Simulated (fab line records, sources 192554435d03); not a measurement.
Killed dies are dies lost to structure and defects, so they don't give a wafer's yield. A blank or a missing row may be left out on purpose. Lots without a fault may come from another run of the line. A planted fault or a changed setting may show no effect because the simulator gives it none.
Which tool did it? | flow n5_finfet | 24 lots, 72 wafers sampled, at 2 steps of a route of 1938

WHAT THE GAUGES READ, wafer by wafer
N5_BEOL_M4_CD_MEAS_35: target cd 18 nm, target cd y 22.4 nm. Usual: cd_nm 17.9 nm, standard deviation 0.3.
lot  | measured     | on        | cd_nm (nm)     | flag
L074 | day 7 19:23  | cd_sem-03 | 17.9 17.8 17.9 |
L075 | day 8 11:50  | cd_sem-01 | 18.1 17.7 18.5 |
L076 | day 8 16:52  | cd_sem-01 | 18.0 17.7 17.7 |
L077 | day 9 04:02  | cd_sem-03 | 17.3 18.4 18.1 |
L078 | day 9 07:40  | cd_sem-02 | 18.0 18.3 18.2 |
L079 | day 9 15:14  | cd_sem-02 | 17.9 17.4 18.0 |
L080 | day 10 01:56 | cd_sem-02 | 17.6 17.9 17.9 |
L081 | day 10 04:52 | cd_sem-01 | 18.1 18.1 18.0 |
L083 | day 10 05:56 | cd_sem-03 | 18.2 17.4 17.7 |
L082 | day 10 10:28 | cd_sem-03 | 17.8 17.8 18.2 |
L084 | day 10 15:10 | cd_sem-02 | 17.7 18.0 17.9 |
L085 | day 10 23:27 | cd_sem-01 | 17.8 17.6 17.5 |
L086 | day 11 07:10 | cd_sem-03 | 18.0 17.7 18.3 |
L088 | day 12 00:35 | cd_sem-01 | 17.5 17.3 17.3 |
L087 | day 12 06:33 | cd_sem-02 | 17.9 18.0 18.0 |
L089 | day 12 07:51 | cd_sem-02 | 18.1 18.2 17.9 |
L091 | day 12 10:46 | cd_sem-02 | 18.4 18.4 18.6 |
L090 | day 12 11:00 | cd_sem-03 | 18.2 17.4 17.3 |
L093 | day 13 08:15 | cd_sem-02 | 18.3 17.9 18.3 |
L092 | day 13 12:49 | cd_sem-01 | 18.5 17.7 17.5 |
L094 | day 13 15:48 | cd_sem-01 | 18.1 18.0 18.7 |
L095 | day 13 21:27 | cd_sem-03 | 17.7 18.1 17.9 |
L096 | day 14 00:31 | cd_sem-02 | 17.5 17.9 17.7 |
L097 | day 14 19:37 | cd_sem-01 | 18.2 18.5 18.0 |

WHICH TOOL RAN EACH LOT (tool, then ch and the chambers of the sampled wafers, then the start)
lot  | N5_BEOL_M4_STRIP_97
L074 | rie_diel-03 ch 0,1,3, day 7 19:23 or earlier
L075 | rie_diel-03 ch 0,1,3, day 8 11:50 or earlier
L076 | rie_diel-03 ch 0,1,3, day 8 16:52 or earlier
L077 | rie_diel-06 ch 0,2,3, day 9 04:02 or earlier
L078 | rie_diel-05 ch 0,1,2, day 9 07:40 or earlier
L079 | rie_diel-05 ch 1,3, day 9 15:14 or earlier
L080 | rie_diel-06 ch 0,1,3, day 10 01:56 or earlier
L081 | rie_diel-03 ch 0,3, day 10 04:52 or earlier
L083 | rie_diel-05 ch 0,2,3, day 10 05:56 or earlier
L082 | rie_diel-06 ch 0,1,3, day 10 10:28 or earlier
L084 | rie_diel-06 ch 0,1, day 10 15:10 or earlier
L085 | rie_diel-03 ch 2,3, day 10 23:27 or earlier
L086 | rie_diel-06 ch 0,2,3, day 11 07:10 or earlier
L088 | rie_diel-06 ch 1,2,3, day 12 00:35 or earlier
L087 | rie_diel-06 ch 0,1,2, day 12 06:33 or earlier
L089 | rie_diel-03 ch 1,3, day 12 07:51 or earlier
L091 | rie_diel-03 ch 1,2,3, day 12 10:46 or earlier
L090 | rie_diel-05 ch 2,3, day 12 11:00 or earlier
L093 | rie_diel-03 ch 0,3, day 13 08:15 or earlier
L092 | rie_diel-05 ch 0,1,2, day 13 12:49 or earlier
L094 | rie_diel-03 ch 0,1,3, day 13 15:48 or earlier
L095 | rie_diel-03 ch 0,3, day 13 21:27 or earlier
L096 | rie_diel-05 ch 0,1,2, day 14 00:31 or earlier
L097 | rie_diel-05 ch 2,3, day 14 19:37 or earlier
- N5_BEOL_M4_STRIP_97: strips in N2/H2, time 10 s.

WHAT THE TOOLS THEMSELVES READ (means of the sampled wafers that have a number; where no wafer has one, the mark that the record gives instead)
N5_BEOL_M4_STRIP_97. Usual: drypump_motor_current_A 5.9 A, standard deviation 0.36; oes_product_au 0.83 a.u., standard deviation 0.095; rf_vpp_V 59.3 V, standard deviation 0.91; showerhead_plenum_p_Torr 2.55 Torr, standard deviation 0.12; throttle_valve_pct 23.6 %, standard deviation 0.3.
lot  | tool        | drypump_motor_current_A (A) | oes_product_au (a.u.) | rf_vpp_V (V) | showerhead_plenum_p_Torr (Torr) | throttle_valve_pct (%) | flag
L074 | rie_diel-03 | 5.8                         | 0.82                  | 59.5         | 2.60                            | 23.7                   |
L075 | rie_diel-03 | 5.9                         | 0.81                  | 59.4         | 2.59                            | 23.7                   |
L076 | rie_diel-03 | 5.9                         | 0.80                  | 60.1         | 2.59                            | 23.7                   |
L077 | rie_diel-06 | 6.2                         | 0.90                  | 58.6         | 2.48                            | 23.5                   |
L078 | rie_diel-05 | 5.6                         | 0.78                  | 59.0         | 2.51                            | 23.6                   |
L079 | rie_diel-05 | 5.9                         | 0.79                  | 60.2         | 2.51                            | 23.2                   |
L080 | rie_diel-06 | 5.9                         | 0.85                  | 59.5         | 2.54                            | 23.6                   |
L081 | rie_diel-03 | 5.7                         | 0.70                  | 58.1         | 2.55                            | 23.6                   |
L083 | rie_diel-05 | 5.5                         | 0.86                  | 58.7         | 2.60                            | 23.6                   |
L082 | rie_diel-06 | 5.9                         | 0.85                  | 59.2         | 2.54                            | 23.6                   |
L084 | rie_diel-06 | 5.5                         | 0.84                  | 60.1         | 2.61                            | 23.7                   |
L085 | rie_diel-03 | 6.2                         | 0.75                  | 58.9         | 2.55                            | 23.8                   |
L086 | rie_diel-06 | 6.2                         | 0.86                  | 59.5         | 2.47                            | 23.6                   |
L088 | rie_diel-06 | 6.0                         | 0.88                  | 59.1         | 2.55                            | 23.7                   |
L087 | rie_diel-06 | 5.8                         | 0.84                  | 59.5         | 2.54                            | 23.6                   |
L089 | rie_diel-03 | 6.0                         | 0.79                  | 60.2         | 2.63                            | 23.9                   |
L091 | rie_diel-03 | 6.1                         | 0.78                  | 59.3         | 2.52                            | 23.9                   |
L090 | rie_diel-05 | 5.7                         | 0.90                  | 59.0         | 2.70                            | 23.2                   |
L093 | rie_diel-03 | 6.0                         | 0.82                  | 59.7         | 2.60                            | 23.6                   |
L092 | rie_diel-05 | 5.5                         | 0.83                  | 59.7         | 2.60                            | 23.5                   |
L094 | rie_diel-03 | 5.9                         | 0.84                  | 60.7         | 2.57                            | 23.7                   |
L095 | rie_diel-03 | 5.7                         | 0.89                  | 59.2         | 2.54                            | 23.3                   |
L096 | rie_diel-05 | 5.5                         | 0.83                  | 59.2         | 2.60                            | 23.5                   |
L097 | rie_diel-05 | 5.7                         | 0.87                  | 59.7         | 2.69                            | 23.3                   |

THE ANSWER, worked out from the rows above alone
Rule: a lot is off if the mean of its wafers that have a number lies more than 3 standard deviations from the usual mean. A lot without any number at a reading at which 4 lots or more have one is off too. The other lots that the step has rows for count as sound. The gauges are gone through in route order, then the tools' own readings, and for those a lot's mean is taken as printed above. The first step at which some lot is off is used, and at that step the reading that is off furthest; a lot without a number counts as furthest.
No lot is off at any reading shown: from this, nothing can be told.

WHAT THE SIMULATOR HAD PUT IN
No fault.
